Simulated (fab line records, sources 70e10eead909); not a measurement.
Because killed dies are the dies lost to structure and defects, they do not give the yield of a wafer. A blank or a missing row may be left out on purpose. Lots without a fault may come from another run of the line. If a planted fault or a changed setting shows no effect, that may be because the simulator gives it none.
Matching of chambers	flow nand_harc	cmp-03 running NHARC_A_STAIRCASE_CMP_450: 4 sister chambers
The step polishes SiO2, target thk 200 nm. 14 wafers are shown with their chamber, then 7 later ones without.

## WAFERS PAIRED WITH THEIR CHAMBERS
wafer	chamber	motor_current_A (A)
L076.1	2	12.0
L076.3	3	12.6
L076.6	2	10.7
L077.2	1	11.3
L077.4	0	11.0
L077.6	1	10.6
L081.2	2	11.8
L081.4	3	12.6
L081.5	1	11.1
L080.1	3	12.2
L080.5	0	10.6
L080.6	3	11.9
L082.1	0	10.3
L082.3	2	11.6

SIGNATURES (means of the wafers above)
reading	chamber 0	chamber 1	chamber 2	chamber 3	scatter within a chamber
motor_current_A	10.633	11.000	11.525	12.325	0.429
Rule: distance of a wafer from a chamber = root of the sum over the readings of ((wafer's reading minus chamber's mean) / reading's scatter) squared. If the next closest chamber is less than 2 further off than the closest, the wafer can't be placed; otherwise it belongs to the closest. The scatter: take each reading less its chamber's mean, square it, sum over the shown wafers, divide by the number of wafers less the number of chambers, and take the root.

## WAFERS WITHOUT THEIR CHAMBER
wafer	motor_current_A (A)
L082.4	11.7
L096.1	11.1
L096.5	10.6
L096.6	12.1
L097.2	11.2
L097.4	11.5
L097.5	13.0

## THE CHAMBER EACH PASSED THROUGH
wafer	from the rows above	in truth
L082.4	can't be placed: 2 or 3 or 1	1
L096.1	can't be placed: 1 or 2 or 0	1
L096.5	can't be placed: 0 or 1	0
L096.6	can't be placed: 3 or 2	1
L097.2	can't be placed: 1 or 2 or 0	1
L097.4	can't be placed: 2 or 1 or 3 or 0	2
L097.5	can't be placed: 3 or 2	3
Correct placement for 0 of the 7. These rows do not allow placing 7 (true chamber among the candidates in 6). Number placed wrongly: 0.
